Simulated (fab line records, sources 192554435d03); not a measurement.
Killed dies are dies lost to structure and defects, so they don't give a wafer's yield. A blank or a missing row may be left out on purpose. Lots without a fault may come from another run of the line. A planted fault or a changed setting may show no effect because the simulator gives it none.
fab line records | flow n5_finfet
record lots=7 wafers=39
route steps=1938 shown WELL_APT@24 FIN_SAQP@94 FIN_CUT@176 HKMG_FIN@402
start_h: hours from the record's first day to the start of the lot's first wafer shown | wait_h: hours since the lot's step before | " the same as in the row above | L1.1+2: a row that stands for several wafers | - no value, or no start given | * or withheld: withheld | < > ~ a bound
route shown NAME@n: a module of which the file shows steps, and the number in the route of the first | usual: mean/standard deviation of fault-free wafers | same: alike in all rows | chamber/n: place in a boat | sites: the reading at each site | _std_site: their standard deviation | _edge_site: outer sites' mean less inner sites' | radius_mm: how far each site lies from the wafer's centre | mask NAME#n: copy n | behind: the tool/chamber that last shaped the wafer | hold: why the lot was held/for how many hours/how that ended | device: the transistor (n, p or np) that didn't switch | end of line: the same wafers' tests at the end of the route | a step without rows: its recipe alone | killed: dies lost to structure and defects at the first sort, not the wafer's yield | map: a wafer's dies, x killed, . not, _ none there
set.NAME: the setting as run; set.NAME@STEP: as run at that earlier step | model.NAME: the simulator's own value behind a step, which no gauge read
lots whose settings were changed on purpose; a table a step, a row a wafer
## steps
# step N5_WELL_APT_EXPOSE_05
# recipe mask_id=NWELL na=0.8 source_shape=conventional sigma_outer=0.8 polarization=unpolarized defocus_nm=0 target_cd_nm=200 dose_mj=20.3
# columns lot.wafer tool chamber start_h wait_h mask set.dose_mj
L079.1+2+3+4+5+6 krf_scanner-02 0 43.82 - NWELL#0 20.3
L081.1+2+5 krf_scanner-02 0 55.53 - NWELL#0 20.3
L081.3+4+6 " 0 " " NWELL#0 21.72
L082.1+4+6 krf_scanner-02 0 61.51 - NWELL#0 20.3
L082.2+3+5 " 0 " " NWELL#0 19.88
L084.1+2+6 krf_scanner-01 0 73.64 - NWELL#0 20.3
L084.3+4+5 " 0 " " NWELL#0 19.75
L092.1+2+6 krf_scanner-01 0 121.39 - NWELL#0 20.3
L092.3+4+5 " 0 " " NWELL#0 19.63
L096.1+3+4 krf_scanner-02 0 145.54 - NWELL#0 20.3
L096.2+5+6 " 0 " " NWELL#0 19.21
L097.1+2+5 krf_scanner-01 0 151.64 - NWELL#0 20.3
# step N5_WELL_APT_PEB_06
# recipe peb_temp_c=130 peb_time_s=90
# step N5_WELL_APT_DEVELOP_07
# recipe develop_time_s=45 rinse_liquid=surfactant_rinse dry=air_spin dev_temp_c=21
# step N5_WELL_APT_HARDBAKE_12
# recipe temp_c=130 time_s=120
# step N5_WELL_APT_CD_MEAS_08
# recipe target_cd_nm=200 landing_energy_ev=500 detector=se_inlens
# usual cd_nm=200.4/1.1
# columns lot.wafer tool chamber start_h wait_h set.dose_mj@WELL_APT_EXPOSE_05 cd_nm
L079.1 cd_sem-01 0 43.99 - 20.3 199.9
L079.2 " 0 " " 20.3 200.0
L079.3 " 0 " " 20.3 198.4
L079.4 " 0 " " 20.3 202.0
L079.5 " 0 " " 20.3 201.0
L079.6 " 0 " " 20.3 199.3
L081.1 cd_sem-01 0 55.70 - 20.3 203.2
L081.2 " 0 " " 20.3 201.2
L081.3 " 0 " " 21.72 211.8
L081.4 " 0 " " 21.72 212.1
L081.5 " 0 " " 20.3 202.4
L081.6 " 0 " " 21.72 212.2
L082.1 cd_sem-03 0 61.68 - 20.3 199.8
L082.2 " 0 " " 19.88 195.3
L082.3 " 0 " " 19.88 196.6
L082.4 " 0 " " 20.3 198.2
L082.5 " 0 " " 19.88 197.8
L082.6 " 0 " " 20.3 201.0
L084.1 cd_sem-01 0 73.81 - 20.3 201.3
L084.2 " 0 " " 20.3 200.7
L084.3 " 0 " " 19.75 196.9
L084.4 " 0 " " 19.75 196.5
L084.5 " 0 " " 19.75 195.9
L084.6 " 0 " " 20.3 199.4
L092.1 cd_sem-01 0 121.56 - 20.3 199.4
L092.2 " 0 " " 20.3 198.9
L092.3 " 0 " " 19.63 194.7
L092.4 " 0 " " 19.63 194.1
L092.5 " 0 " " 19.63 193.5
L092.6 " 0 " " 20.3 200.0
L096.1 cd_sem-03 0 145.71 - 20.3 200.7
L096.2 " 0 " " 19.21 190.8
L096.3 " 0 " " 20.3 200.1
L096.4 " 0 " " 20.3 201.5
L096.5 " 0 " " 19.21 192.4
L096.6 " 0 " " 19.21 191.6
L097.1 cd_sem-01 0 151.81 - 20.3 200.2
L097.2 " 0 " " 20.3 198.6
L097.5 " 0 " " 20.3 200.8
# step N5_WELL_APT_DESCUM_13
# recipe chemistry=O2 time_s=7.9 source_power_w=50 bias_power_w=20 pressure_mtorr=20 rf_frequency_hz=2.712e+07 temp_c=40 o2_flow_sccm=225
# columns lot.wafer tool chamber start_h wait_h set.dose_mj@WELL_APT_EXPOSE_05 model.WELL_APT.cd_nm
L079.1 rie_diel-04 1 44.39 0.3 20.3 199.9
L079.2 " 3 " " 20.3 200
L079.3 " 0 " " 20.3 198.4
L079.4 " 2 " " 20.3 202
L079.5 " 3 " " 20.3 200.9
L079.6 " 2 " " 20.3 199.6
L081.1 rie_diel-01 0 55.79 0.0 20.3 202.8
L081.2 " 2 " " 20.3 200.8
L081.3 " 1 " " 21.72 211.8
L081.4 " 1 " " 21.72 212.3
L081.5 " 2 " " 20.3 202.5
L081.6 " 0 " " 21.72 212
L082.1 rie_diel-01 1 61.77 0.0 20.3 200.2
L082.2 " 0 " " 19.88 195.5
L082.3 " 2 " " 19.88 196.7
L082.4 " 0 " " 20.3 198.3
L082.5 " 1 " " 19.88 197.4
L082.6 " 2 " " 20.3 200.9
L084.1 rie_diel-02 2 73.91 0.1 20.3 201.4
L084.2 " 3 " " 20.3 200.8
L084.3 " 0 " " 19.75 196.7
L084.4 " 1 " " 19.75 196.6
L084.5 " 1 " " 19.75 195.9
L084.6 " 2 " " 20.3 199.6
L092.1 rie_diel-01 0 122.03 0.4 20.3 200.2
L092.2 " 3 " " 20.3 199.1
L092.3 " 2 " " 19.63 195
L092.4 " 1 " " 19.63 194.6
L092.5 " 2 " " 19.63 193.6
L092.6 " 3 " " 20.3 199.8
L096.1 rie_diel-04 2 145.84 0.1 20.3 200.6
L096.2 " 0 " " 19.21 190.9
L096.3 " 1 " " 20.3 200.5
L096.4 " 2 " " 20.3 201.1
L096.5 " 1 " " 19.21 192.6
L096.6 " 0 " " 19.21 191.8
L097.1 rie_diel-02 1 152.21 0.1 20.3 200.2
L097.2 " 0 " " 20.3 198.7
L097.5 " 1 " " 20.3 200.8
# step N5_WELL_APT_IMPLANT_15
# recipe species=As energy_kev=25 dose_cm2=1.5e+13 tilt_deg=0 rotation_deg=0
# columns lot.wafer tool chamber start_h wait_h set.energy_kev model.implant.rp_nm model.implant.drp_nm
L079.1+2+3+4+5+6 implanter-01 0 44.67 0.1 25 18.12 8.457
L081.1+2+3+4+5+6 implanter-01 0 56.06 0.1 25 19.09 8.457
L082.1+4+5 implanter-02 0 62.05 0.1 25 19.09 8.457
L082.2+3+6 " 0 " " 27.36 20.42 9.019
L084.1+4+6 implanter-02 0 74.19 0.1 25 18.61 8.457
L084.2+3+5 " 0 " " 21.47 16.63 7.599
L092.1+2+3+4+5+6 implanter-02 0 122.31 0.1 25 18.42 8.457
L096.1+2+4 implanter-01 0 146.13 0.1 25 18.77 8.457
L096.3+5+6 " 0 " " 22.04 17.1 7.739
L097.1+2+5 implanter-02 0 152.64 0.1 25 18.43 8.457
# step N5_FIN_SAQP_ALD_61
# recipe material=SiO2 target_thk_a=40 temp_c=300 ald_precursor_family=BDEAS ald_co_reactant=O2-plasma pulse_time_s=1 purge_time_s=2 co_reactant_purge_time_s=2 ald_cycles=43 pressure_torr=2
# columns lot.wafer tool chamber start_h wait_h set.temp_c model.SiO2_of_FIN_SAQP_ALD_61.thk_nm
L079.1 ald_sin-03 3 50.90 0.0 300 3.988
L079.2 " 2 " " 288.3 4.159
L079.3 " 0 " " 300 3.979
L079.4 " 1 " " 288.3 4.158
L079.5 " 1 " " 288.3 4.157
L079.6 " 2 " " 300 4.021
L081.1 ald_sin-01 0 62.55 0.0 300 3.99
L081.2 " 1 " " 300 4.007
L081.3 " 3 " " 300 3.984
L081.4 " 2 " " 300 3.976
L081.5 " 2 " " 300 3.981
L081.6 " 1 " " 300 4.01
L082.1+2 ald_sin-03 0,2 68.86 0.0 295.7 4.069
L082.3 " 3 " " 300 3.994
L082.4 " 1 " " 295.7 4.051
L082.5 " 1 " " 300 4.005
L082.6 " 0 " " 300 3.996
L084.1 ald_sin-01 3 81.22 0.3 300 4.005
L084.2 " 2 " " 300 4.007
L084.3 " 1 " " 300 4.011
L084.4 " 0 " " 300 3.997
L084.5 " 3 " " 300 4.019
L084.6 " 0 " " 300 4.006
L092.1 ald_sin-03 1 129.01 0.3 300 3.971
L092.2 " 2 " " 300 3.994
L092.3 " 0 " " 300 3.988
L092.4 " 3 " " 312 3.909
L092.5 " 3 " " 312 3.923
L092.6 " 2 " " 312 3.929
L096.1 ald_sin-03 2 153.02 0.0 291.9 4.106
L096.2 " 3 " " 291.9 4.121
L096.3 " 0 " " 300 4.009
L096.4 " 1 " " 300 4.004
L096.5 " 1 " " 291.9 4.109
L096.6 " 0 " " 300 4.002
L097.1 ald_sin-03 0 160.60 1.4 300 4.004
L097.2 " 3 " " 300 4.01
L097.5 " 2 " " 300 4.006
# step N5_FIN_SAQP_ETCH_64
# recipe chemistry=CF4 target=SiO2 target_depth_a=15 ion_energy_ev=350 pressure_mtorr=10 icp_w=800 bias_w=400 cf4_flow_sccm=80
# usual oes_product_au=1.000/0.011
# columns lot.wafer tool chamber start_h wait_h set.bias_w oes_product_au model.etch.depth_nm
L079.1 rie_si-02 0 56.44 0.0 356.8 0.976 1.429
L079.2 " 1 " " 400 1.012 1.491
L079.3 " 3 " " 356.8 0.968 1.457
L079.4 " 2 " " 400 0.999 1.507
L079.5 " 3 " " 356.8 0.977 1.47
L079.6 " 2 " " 400 0.999 1.512
L081.1 rie_si-02 2 68.18 0.0 400 0.998 1.507
L081.2 " 0 " " 400 0.995 1.481
L081.3 " 3 " " 400 0.987 1.5
L081.4 " 1 " " 371.5 0.991 1.463
L081.5 " 3 " " 371.5 0.972 1.453
L081.6 " 0 " " 371.5 0.982 1.443
L082.1 rie_si-02 1 74.69 0.0 450.1 1.036 1.549
L082.2 " 2 " " 450.1 1.024 1.578
L082.3 " 3 " " 450.1 1.021 1.563
L082.4 " 0 " " 400 1.000 1.487
L082.5 " 1 " " 400 1.014 1.512
L082.6 " 0 " " 400 1.003 1.5
L084.1 rie_si-01 1 86.41 0.0 400 1.010 1.512
L084.2 " 2 " " 454.8 1.021 1.597
L084.3 " 0 " " 454.8 1.029 1.543
L084.4 " 3 " " 454.8 1.020 1.571
L084.5 " 3 " " 400 0.993 1.502
L084.6 " 0 " " 400 1.009 1.498
L092.1 rie_si-02 1 134.19 0.0 456.8 1.049 1.576
L092.2 " 0 " " 456.8 1.047 1.567
L092.3 " 2 " " 400 1.002 1.539
L092.4 " 3 " " 400 1.000 1.524
L092.5 " 3 " " 456.8 1.033 1.588
L092.6 " 0 " " 400 1.012 1.518
L096.1 rie_si-06 2 161.17 0.0 400 0.992 1.496
L096.2 " 3 " " 400 0.989 1.504
L096.3 " 0 " " 400 0.992 1.489
L096.4 " 1 " " 400 0.987 1.484
L096.5 " 3 " " 400 0.994 1.495
L096.6 " 2 " " 400 0.989 1.509
L097.1 rie_si-01 3 168.64 0.0 400 0.992 1.505
L097.2 " 1 " " 400 1.013 1.512
L097.5 " 2 " " 400 0.998 1.528
# step N5_FIN_CUT_CUT_ETCH_15
# recipe chemistry=HBr/Cl2/O2 target=Si target_depth_a=1000 bt_time_s=10 mask_material=SOC time_s=42.4 ion_energy_ev=* bias_w=* pressure_mtorr=10 icp_w=800 HBr_flow_sccm=150 Cl2_flow_sccm=80 O2_flow_sccm=12
# columns lot.wafer tool chamber start_h wait_h set.target_depth_a model.etch.depth_nm model.FIN_CUT.feature_depth_nm model.SOC_of_FIN_CUT_COAT_18.thk_nm
L079.1 rie_si-04 1 57.90 0.1 1000 100.7 100.6 171.2
L079.2 " 2 " " 906.3 92.07 92 175.2
L079.3 " 0 " " 906.3 90.67 90.6 174.8
L079.4 " 3 " " 906.3 89.78 89.8 175.4
L079.5 " 3 " " 1000 100 100 171.6
L079.6 " 0 " " 1000 100.7 100.6 172.2
L081.1 rie_si-05 3 69.51 0.1 1070 106.3 106.4 167.8
L081.2 " 0 " " 1000 99.51 99.6 170.8
L081.3 " 2 " " 1000 99.71 99.8 171.2
L081.4 " 1 " " 1000 99.64 99.6 170.4
L081.5 " 1 " " 1070 106.9 106.8 168.2
L081.6 " 2 " " 1070 106.7 106.6 168
L082.1 rie_si-03 0 76.31 0.1 1114 111.1 111.2 165.6
L082.2 " 1 " " 1000 100.8 100.8 169.6
L082.3 " 3 " " 1114 113.1 113 164
L082.4 " 2 " " 1114 111.3 111.4 165.6
L082.5 " 3 " " 1000 102.2 102.2 168.2
L082.6 " 0 " " 1000 99.17 99.2 169
L084.1 rie_si-04 2 87.73 0.1 1123 113.5 113.4 165.6
L084.2 " 1 " " 1123 113.3 113.2 165.8
L084.3 " 0 " " 1123 112.9 113 164.6
L084.4 " 3 " " 1000 99.33 99.4 170.8
L084.5 " 1 " " 1000 100.6 100.6 170.8
L084.6 " 0 " " 1000 100.3 100.2 170.8
L092.1 rie_si-03 0 135.55 0.1 1000 99.13 99.2 170.8
L092.2 " 1 " " 1000 101.1 101 168.8
L092.3 " 3 " " 1000 101.5 101.4 169.2
L092.4 " 2 " " 1000 101.3 101.4 170.2
L092.5 " 0 " " 1000 99.47 99.4 170.2
L092.6 " 3 " " 1000 101.9 101.8 170
L096.1 rie_si-03 0 164.46 0.1 1000 99.48 99.4 172.4
L096.2 " 1 " " 882.2 88.78 88.8 174.8
L096.3 " 2 " " 1000 100.9 100.8 171.8
L096.4 " 3 " " 882.2 89.68 89.6 175.4
L096.5 " 2 " " 1000 100.2 100.2 170.6
L096.6 " 3 " " 882.2 89.66 89.6 174.8
L097.1 rie_si-03 2 170.09 0.1 1000 100.2 100.2 169.4
L097.2 " 0 " " 1000 98.3 98.2 170.4
L097.5 " 1 " " 1000 99.96 100 169.6
# step N5_FIN_CUT_CUT_ETCH_28
# recipe chemistry=HBr/Cl2/O2 target=Si target_depth_a=60 mask_material=SOC time_s=2.4 ion_energy_ev=* bias_w=* pressure_mtorr=10 icp_w=800 HBr_flow_sccm=150 Cl2_flow_sccm=80 O2_flow_sccm=12
# columns lot.wafer tool chamber start_h wait_h set.target_depth_a@FIN_CUT_CUT_ETCH_15 model.SOC_of_FIN_CUT_COAT_18.thk_nm
L079.1 rie_si-04 1 57.96 0.0 1000 169.4
L079.2 " 2 " " 906.3 173.4
L079.3 " 0 " " 906.3 173
L079.4 " 3 " " 906.3 173.6
L079.5 " 3 " " 1000 169.8
L079.6 " 0 " " 1000 170.4
L081.1+6 rie_si-05 3,2 69.56 0.0 1070 166.2
L081.2 " 0 " " 1000 169.2
L081.3 " 2 " " 1000 169.6
L081.4 " 1 " " 1000 168.8
L081.5 " 1 " " 1070 166.6
L082.1+4 rie_si-03 0,2 76.36 0.0 1114 163.8
L082.2 " 1 " " 1000 167.8
L082.3 " 3 " " 1114 162.4
L082.5 " 3 " " 1000 166.4
L082.6 " 0 " " 1000 167.4
L084.1 rie_si-04 2 87.79 0.0 1123 163.8
L084.2 " 1 " " 1123 164.2
L084.3 " 0 " " 1123 162.8
L084.4 " 3 " " 1000 169.2
L084.5+6 " 1,0 " " 1000 169
L092.1 rie_si-03 0 135.61 0.0 1000 169
L092.2 " 1 " " 1000 167
L092.3 " 3 " " 1000 167.4
L092.4+5 " 2,0 " " 1000 168.4
L092.6 " 3 " " 1000 168.2
L096.1 rie_si-03 0 164.52 0.0 1000 170.6
L096.2 " 1 " " 882.2 173.2
L096.3 " 2 " " 1000 170
L096.4 " 3 " " 882.2 173.6
L096.5 " 2 " " 1000 169
L096.6 " 3 " " 882.2 173
L097.1 rie_si-03 2 170.15 0.0 1000 167.6
L097.2 " 0 " " 1000 168.8
L097.5 " 1 " " 1000 168
# step N5_HKMG_FIN_ETCH_54
# recipe chemistry=CF4 target=SiARC target_depth_a=455 mask_material=CAR-ArF time_s=75.8 ion_energy_ev=80 pressure_mtorr=40 source_w=545 bias_w=36 Ar_flow_sccm=100 cf4_flow_sccm=100 ends=cleared
# usual etch_rf_on_time_s=75.4/1 rf_vpp_V=184.7/1.1
# columns lot.wafer tool chamber start_h wait_h set.source_w etch_rf_on_time_s rf_vpp_V
L079.1 rie_diel-02 3 111.77 0.0 545 76.7 186.1
L079.2 " 0 " " 545 74.9 186.1
L079.3 " 1 " " 545 76.1 183.2
L079.4 " 2 " " 545 77.0 185.2
L079.5 " 2 " " 545 76.5 185.2
L079.6 " 1 " " 545 76.6 182.7
L081.1 rie_diel-04 1 116.91 0.0 545 73.8 183.7
L081.2 " 0 " " 599 69.4 179.3
L081.3 " 2 " " 545 74.0 184.9
L081.4 " 3 " " 599 68.4 179.6
L081.5 " 3 " " 545 74.8 184.7
L081.6 " 0 " " 599 69.7 178.8
L082.1 rie_diel-01 3 118.25 0.0 545 74.0 184.0
L082.2 " 2 " " 545 74.5 185.3
L082.3 " 0 " " 503.8 80.0 190.5
L082.4 " 1 " " 503.8 81.1 190.7
L082.5 " 0 " " 503.8 80.1 190.9
L082.6 " 1 " " 545 74.7 185.7
L084.1 rie_diel-02 0 133.19 0.0 455.2 88.1 195.2
L084.2 " 1 " " 455.2 89.1 197.4
L084.3 " 3 " " 545 76.9 185.9
L084.4 " 2 " " 545 76.8 183.4
L084.5 " 0 " " 455.2 87.6 197.9
L084.6 " 1 " " 545 75.6 184.0
L092.1 rie_diel-02 1 178.51 0.0 648.1 65.3 173.4
L092.2 " 3 " " 545 76.4 185.7
L092.3 " 2 " " 545 76.6 184.8
L092.4 " 0 " " 545 74.8 185.4
L092.5 " 2 " " 648.1 65.3 173.8
L092.6 " 3 " " 648.1 65.8 173.9
L096.1 rie_diel-01 2 210.26 0.0 545 75.2 185.1
L096.2 " 0 " " 545 74.6 187.4
L096.3 " 1 " " 545 76.0 184.8
L096.4 " 3 " " 545 75.6 182.8
L096.5 " 3 " " 545 75.9 184.0
L096.6 " 0 " " 545 75.0 185.3
L097.1 rie_diel-01 2 213.44 0.0 545 74.7 185.5
L097.2 " 0 " " 545 74.4 186.3
L097.5 " 3 " " 545 74.9 184.0
## key
split step=N5_WELL_APT_EXPOSE_05 setting=dose_mj stated=20.3 by=wafer
response step=N5_WELL_APT_CD_MEAS_08 reading=cd_nm change=+1.52 per=1% r=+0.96
response step=N5_WELL_APT_DESCUM_13 reading=model.WELL_APT.cd_nm change=+1.53 per=1% r=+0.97
split step=N5_WELL_APT_IMPLANT_15 setting=energy_kev stated=25 by=wafer
response step=N5_WELL_APT_IMPLANT_15 reading=model.implant.rp_nm change=+0.141 per=1% r=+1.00
response step=N5_WELL_APT_IMPLANT_15 reading=model.implant.drp_nm change=+0.0605 per=1% r=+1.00
split step=N5_FIN_SAQP_ALD_61 setting=temp_c stated=300 by=wafer
response step=N5_FIN_SAQP_ALD_61 reading=model.SiO2_of_FIN_SAQP_ALD_61.thk_nm change=-0.0313 per=1% r=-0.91
split step=N5_FIN_SAQP_ETCH_64 setting=bias_w stated=400 by=wafer
response step=N5_FIN_SAQP_ETCH_64 reading=oes_product_au change=+0.00208 per=1% r=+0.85
response step=N5_FIN_SAQP_ETCH_64 reading=model.etch.depth_nm change=+0.00459 per=1% r=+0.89
split step=N5_FIN_CUT_CUT_ETCH_15 setting=target_depth_a stated=1000 by=wafer
response step=N5_FIN_CUT_CUT_ETCH_15 reading=model.etch.depth_nm change=+0.997 per=1% r=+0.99
response step=N5_FIN_CUT_CUT_ETCH_15 reading=model.FIN_CUT.feature_depth_nm change=+0.995 per=1% r=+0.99
response step=N5_FIN_CUT_CUT_ETCH_15 reading=model.SOC_of_FIN_CUT_COAT_18.thk_nm change=-0.365 per=1% r=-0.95
response step=N5_FIN_CUT_CUT_ETCH_28 reading=model.SOC_of_FIN_CUT_COAT_18.thk_nm change=-0.366 per=1% r=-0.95
split step=N5_HKMG_FIN_ETCH_54 setting=source_w stated=545 by=wafer
response step=N5_HKMG_FIN_ETCH_54 reading=etch_rf_on_time_s change=* per=1% r=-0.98
response step=N5_HKMG_FIN_ETCH_54 reading=rf_vpp_V change=-0.661 per=1% r=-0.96
